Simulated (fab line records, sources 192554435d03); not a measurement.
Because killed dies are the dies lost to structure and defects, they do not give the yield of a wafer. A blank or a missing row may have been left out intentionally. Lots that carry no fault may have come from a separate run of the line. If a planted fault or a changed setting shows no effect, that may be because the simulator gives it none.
Split-lot experiment -- flow n5-finfet -- on a route of 1938 steps: 7 lots, 21 wafers read

ABOUT THE SPLIT
At N5_SD_EPI_P_EPI_21 (deposits SiGe:B, time 355 s), the setting time-s was moved away from the recipe's 355 s on 6 of the 21 wafers read, by -16.9% to +14.7%. For the rest of the wafers, this setting stayed at what the recipe calls for.

FROM SPLIT TO READING: 1 step shown by the file between the two
- N5_SD_EPI_P_EPI_MEAS_23

THE READING
SiGe-B_of_SD_EPI_P_EPI_21.thk-nm (the simulator's own value, which no gauge read), in nm, at N5_SD_EPI_P_HM_STRIP_48 (strips SiNx in H3PO4, material SiNx, target depth 3 nm). The file does not state a usual value for it. Here, 15 wafers ran the recipe; their average is 61.2 nm with a standard deviation of 0.66 nm.

wafer,"tool, chamber at the split","time-s as run, s",against the recipe,"SiGe-B_of_SD_EPI_P_EPI_21.thk-nm, nm",against lot-mates on the recipe
L076.2,"epi-rpcvd-02, 0",355,recipe,62.4,-
L076.4,"epi-rpcvd-02, 0",355,recipe,61.6,-
L076.6,"epi-rpcvd-02, 0",355,recipe,62,-
L083.1,"epi-rpcvd-03, 0",355,recipe,60.2,-
L083.4,"epi-rpcvd-03, 0",355,recipe,61,-
L083.5,"epi-rpcvd-03, 0",355,recipe,61,-
L085.1,"epi-rpcvd-01, 0",355,recipe,60.2,-
L085.5,"epi-rpcvd-01, 0",355,recipe,60.2,-
L085.6,"epi-rpcvd-01, 0",355,recipe,61.4,-
L086.2,"epi-rpcvd-02, 0",294.9,-16.9%,54.2,-6.8
L086.6,"epi-rpcvd-02, 0",294.9,-16.9%,54.2,-6.8
L086.3,"epi-rpcvd-02, 0",355,recipe,61,-
L088.2,"epi-rpcvd-01, 0",407.1,+14.7%,68.8,+7.0
L088.3,"epi-rpcvd-01, 0",355,recipe,61.6,-
L088.4,"epi-rpcvd-01, 0",355,recipe,62,-
L089.2,"epi-rpcvd-01, 0",355,recipe,61.4,-
L089.4,"epi-rpcvd-01, 0",320,-9.9%,57,-4.1
L089.6,"epi-rpcvd-01, 0",355,recipe,60.8,-
L096.1,"epi-rpcvd-01, 0",355,recipe,61,-
L096.2,"epi-rpcvd-01, 0",383.4,+8.0%,64,+3.0
L096.6,"epi-rpcvd-01, 0",383.4,+8.0%,63.6,+2.6

FIT RESULTS
A straight line over all 21 wafers: SiGe-B_of_SD_EPI_P_EPI_21.thk-nm changes by +0.426 nm for each +1% of time-s; r = +0.97; the points scatter about the line by 0.72 nm.
The same after taking each lot's own level away (the mean of its wafers on the recipe; 21 wafers): +0.413 nm for each +1%; r = +0.99; scatter 0.43 nm.
The reading moves by 7 nm for the largest change in time-s, on that fit.
The span of the lots' own levels, 60.60 to 62.00 nm, comes to 2.1 times the standard deviation stated above.
Hence the lot-to-lot level has little effect on the slope; both slopes agree.
Check: for one of the wafers moved furthest among these (-16.9%), held out of the fit, the line's prediction against its lot-mates is -7.05 nm. Against them it came out at -6.8 nm.

OTHER SPLITS APPLIED TO THESE WAFERS
Before the reading, these wafers also passed through other splits. Each is held against what the fit with the lots' levels taken away leaves over:
other split on the same wafers,wafers away from the commonest value,r with SiGe-B_of_SD_EPI_P_EPI_21.thk-nm (lot level and that fit taken away)
N5_ZERO_LAYER_EXPOSE_08 dose-mj,7,-0.09
N5_WELL_APT_COAT_02 spin-rpm,3,-0.02
N5_DUMMY_GATE_CVD_03 temp-c,15,-0.06
N5_SD_EPI_N_COAT_33 spin-rpm,5,+0.27
N5_SD_EPI_N_DEVELOP_08 develop-time-s,5,-0.04

THE WHOLE CHAIN: every reading that the file lists as answering this split, in the file's order
step,what it does,reading,change (the file's fit),r (the file's)
N5_SD_EPI_P_EPI_21,"deposits SiGe:B, time 355 s","SiGe-B_of_SD_EPI_P_EPI_21.thk-nm (the simulator's own value, which no gauge read)",+0.433 nm for each +1% of the setting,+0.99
N5_SD_EPI_P_EPI_MEAS_23,,thk-nm,withheld for each +1% of the setting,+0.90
N5_SD_EPI_P_HM_STRIP_48,"strips SiNx in H3PO4, material SiNx, target depth 3 nm","SiGe-B_of_SD_EPI_P_EPI_21.thk-nm (the simulator's own value, which no gauge read)",+0.423 nm for each +1% of the setting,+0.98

THE FILE'S OWN FIT
SiGe-B_of_SD_EPI_P_EPI_21.thk-nm changes by +0.423 nm for each +1% of time-s, r = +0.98.
